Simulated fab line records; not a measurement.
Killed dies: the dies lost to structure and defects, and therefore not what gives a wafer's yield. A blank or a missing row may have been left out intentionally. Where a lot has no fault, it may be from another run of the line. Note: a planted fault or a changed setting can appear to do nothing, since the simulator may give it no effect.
Matching of chambers | flow n5_finfet | N5_BEOL_M14_DESCUM_33 on rie_diel-03: 4 sister chambers
The step chemistry O2, time 7.9 s. 8 wafers are shown with their chamber, then 8 later ones without.

EACH WAFER AND ITS CHAMBER
wafer  | chamber | showerhead_plenum_p_Torr (Torr) | throttle_valve_pct (%)
L076.3 | 0       | 2.12                            | 20.29
L078.5 | 2       | 2.20                            | 20.36
L082.2 | 0       | 2.12                            | 20.31
L085.6 | 2       | 2.19                            | 20.37
L088.2 | 1       | 2.20                            | 20.20
L088.4 | 3       | 2.12                            | 20.21
L088.6 | 1       | 2.20                            | 20.21
L092.1 | 3       | 2.12                            | 20.24

WAFERS MISSING THEIR CHAMBER
wafer  | showerhead_plenum_p_Torr (Torr) | throttle_valve_pct (%)
L092.2 | 2.20                            | 20.21
L092.5 | 2.20                            | 20.20
L095.2 | 2.12                            | 20.25
L095.3 | 2.20                            | 20.22
L095.6 | 2.12                            | 20.33
L097.3 | 2.11                            | 20.27
L097.4 | 2.19                            | 20.25
L097.5 | 2.18                            | 20.42

CHAMBER TAKEN BY EACH
wafer  | from the rows above     | in truth
L092.2 | 1                       | 1
L092.5 | 1                       | 1
L095.2 | can't be placed: 3 or 0 | 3
L095.3 | 1                       | 1
L095.6 | 0                       | 0
L097.3 | can't be placed: 0 or 3 | 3
L097.4 | 1                       | 1
L097.5 | 2                       | 2
Correctly placed: 6 of 8. From these rows, 2 cannot be placed; in 2 the true chamber is one of the candidates. Placed wrongly: 0.
How it was worked out, from the rows above alone: a wafer's distance from a chamber is the root of the sum, over the readings, of the square of ((its reading less the chamber's mean) divided by the reading's scatter). The wafer belongs to the nearest chamber; if the next one is less than 2 further off, it can't be placed. For every chamber, the mean is computed from those of its wafers that are shown. How the scatter is found: for the shown wafers, subtract from each reading the mean of its chamber, square and add these, divide the total by (wafers less chambers), then take the root.
